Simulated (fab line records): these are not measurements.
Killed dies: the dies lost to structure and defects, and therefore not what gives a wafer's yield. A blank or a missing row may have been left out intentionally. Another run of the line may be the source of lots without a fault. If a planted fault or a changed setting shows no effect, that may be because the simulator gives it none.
Which of the tools did it? -- flow nand_harc -- 12 lots, 36 wafers sampled, at 1 step of a route of 1302

WHAT THE GAUGES SHOWED, per wafer
NHARC_A_CHANNEL_HOLE_D1_CD_MEAS_10 targets a cd of 100 nm.
lot,measured,on,cd_nm (nm)
L075,day 8 22:35,cd_sem-02,100.0 99.3 100.0
L077,day 9 14:34,cd_sem-03,99.9 100.3 100.1
L079,day 10 19:53,cd_sem-03,100.0 100.3 100.7
L081,day 11 23:11,cd_sem-02,101.3 100.9 101.0
L083,day 12 05:58,cd_sem-01,100.7 100.2 100.1
L085,day 12 21:52,cd_sem-01,99.6 100.7 99.7
L088,day 14 10:07,cd_sem-03,99.3 100.3 99.7
L087,day 14 11:53,cd_sem-01,99.7 99.2 99.0
L091,day 15 10:47,cd_sem-02,98.9 99.3 98.9
L093,day 16 03:57,cd_sem-01,99.1 99.3 100.3
L095,day 17 08:56,cd_sem-03,99.4 100.2 100.3
L097,day 17 21:31,cd_sem-02,101.0 101.7 101.0

WHAT TOOL EACH LOT RAN ON (gives the tool, then ch and the chambers of the sampled wafers, and finally the start)
Before these readings, the record contains no process step.

THE ANSWER, worked out from the rows above alone
Rule: usual is defined by the lots themselves. Put in order of their means at a reading, lots are off if they are a third of the lots or fewer, leave a main group of 4 or more, and stand apart from it by a gap of 3 or more times the standard deviation of the main group's means; of several such gaps the widest counts. The tables above print the reading to a certain number of digits; a main group whose means all agree to those digits is not used. Also off: a lot with no number at a reading for which 4 or more lots have one. Where the step has rows for the other lots, those lots are counted as sound.
No lot is off at any reading shown: from this, nothing can be told.

WHAT THE SIMULATOR HAD INSERTED
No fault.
